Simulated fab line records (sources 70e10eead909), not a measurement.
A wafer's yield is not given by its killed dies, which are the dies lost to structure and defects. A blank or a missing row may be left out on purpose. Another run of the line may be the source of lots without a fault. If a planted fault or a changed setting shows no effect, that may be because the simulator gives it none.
Chamber matching | flow nandHarc | NHARC_P_STI_ETCH_42 on rieDiel-09: 4 sister chambers
The step etches the open film in N2/H2, target depth 80 nm, overetch 24 nm, time 61 s. 8 wafers are shown with their chamber, then 7 later ones without.

## EACH WAFER AND ITS CHAMBER
wafer  | chamber | drypumpMotorCurrentA (A) | rfVppV (V)
L515.1 | 1       | 5.2                      | 429.1
L515.2 | 3       | 5.7                      | 433.2
L515.5 | 2       | 5.3                      | 428.7
L517.3 | 0       | 5.4                      | 433.3
L517.5 | 1       | 5.1                      | 431.3
L517.6 | 0       | 5.4                      | 432.5
L526.1 | 3       | 5.7                      | 432.4
L526.4 | 2       | 5.3                      | 428.8

## WAFERS WITHOUT THEIR CHAMBER
wafer  | drypumpMotorCurrentA (A) | rfVppV (V)
L526.5 | 5.2                      | 430.0
L531.1 | 5.4                      | 431.6
L531.2 | 5.3                      | 429.6
L531.6 | 5.4                      | 432.7
L533.1 | 5.4                      | 433.4
L533.3 | 5.3                      | 428.5
L533.4 | 5.6                      | 432.2

## WHICH CHAMBER EACH WENT THROUGH
wafer  | from the rows above     | in truth
L526.5 | can't be placed: 1 or 2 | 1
L531.1 | 0                       | 0
L531.2 | 2                       | 2
L531.6 | 0                       | 0
L533.1 | 0                       | 0
L533.3 | 2                       | 2
L533.4 | 3                       | 3
6 of 7 placed correctly. Can't be placed from these rows: 1 (the true chamber is among the candidates in 1). Wrongly placed: 0.
How it was worked out, from the rows above alone: a wafer's distance from a chamber is the root of the sum, over the readings, of the square of ((its reading less the chamber's mean) divided by the reading's scatter). The wafer belongs to the nearest chamber; if the next one is less than 2 further off, it can't be placed. The mean given for a chamber averages the wafers shown for that chamber. The scatter is the square root of a quotient: the sum, over the shown wafers, of each reading's squared deviation from its chamber's mean, divided by wafers minus chambers.
